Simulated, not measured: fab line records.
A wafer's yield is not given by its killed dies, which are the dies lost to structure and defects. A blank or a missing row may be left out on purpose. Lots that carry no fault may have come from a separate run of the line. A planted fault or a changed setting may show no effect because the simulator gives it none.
Matching of chambers ; flow n5 finfet ; 4 sister chambers for N5_BEOL_M0_SAQP_MANDREL_ETCH_103 on rie si-06
The step etches a-Si in HBr/Cl2, stops on SiCN, target depth 45 nm, bt time 10 s, time 27 s. 16 wafers are shown with their chamber, then 8 later ones without.

EACH WAFER AND ITS CHAMBER
wafer;chamber;drypump motor current A (A);throttle valve pct (%);oes product au (a.u.)
L075.2;3;6.3;35.35;0.686
L075.5;0;5.3;35.46;0.656
L075.6;3;6.3;35.33;0.687
L080.2;3;6.2;35.34;0.690
L080.5;2;6.4;35.29;0.677
L080.6;3;6.2;35.33;0.696
L081.2;0;5.3;35.47;0.659
L081.3;0;5.3;35.47;0.665
L081.5;1;6.4;35.00;0.697
L084.1;3;6.2;35.36;0.667
L084.5;1;6.4;35.01;0.701
L084.6;2;6.4;35.32;0.658
L087.3;2;6.4;35.34;0.653
L087.5;2;6.4;35.31;0.663
L087.6;3;6.2;35.34;0.684
L093.1;3;6.2;35.36;0.688

SIGNATURES (averages over the wafers above)
reading;chamber 0;chamber 1;chamber 2;chamber 3;scatter within a chamber
drypump motor current A;5.300;6.400;6.400;6.229;0.0345
throttle valve pct;35.4667;35.0050;35.3150;35.3443;0.0141
oes product au;0.66000;0.69900;0.66275;0.68543;0.00844
Rule: a wafer lies at a distance from a chamber equal to the root of the sum of squares, over the readings, of (its reading less the chamber's mean, divided by the reading's scatter). The wafer belongs to the nearest chamber; if the next one is less than 2 further off, it can't be placed. The scatter: take each reading less its chamber's mean, square it, sum over the shown wafers, divide by the number of wafers less the number of chambers, and take the root.

WAFERS WHOSE CHAMBER IS MISSING
wafer;drypump motor current A (A);throttle valve pct (%);oes product au (a.u.)
L093.3;6.4;35.02;0.696
L093.6;6.4;35.04;0.694
L095.1;6.2;35.39;0.670
L095.2;5.2;35.49;0.656
L095.5;5.3;35.45;0.662
L096.1;6.4;35.02;0.688
L096.3;6.2;35.37;0.680
L096.4;6.4;35.02;0.692

CHAMBER TAKEN BY EACH
wafer;from the rows above;in truth
L093.3;1;1
L093.6;1;1
L095.1;3;3
L095.2;0;0
L095.5;0;0
L096.1;1;1
L096.3;3;3
L096.4;1;1
8 of 8 placed correctly. From these rows, 0 cannot be placed. Placed wrongly: 0.
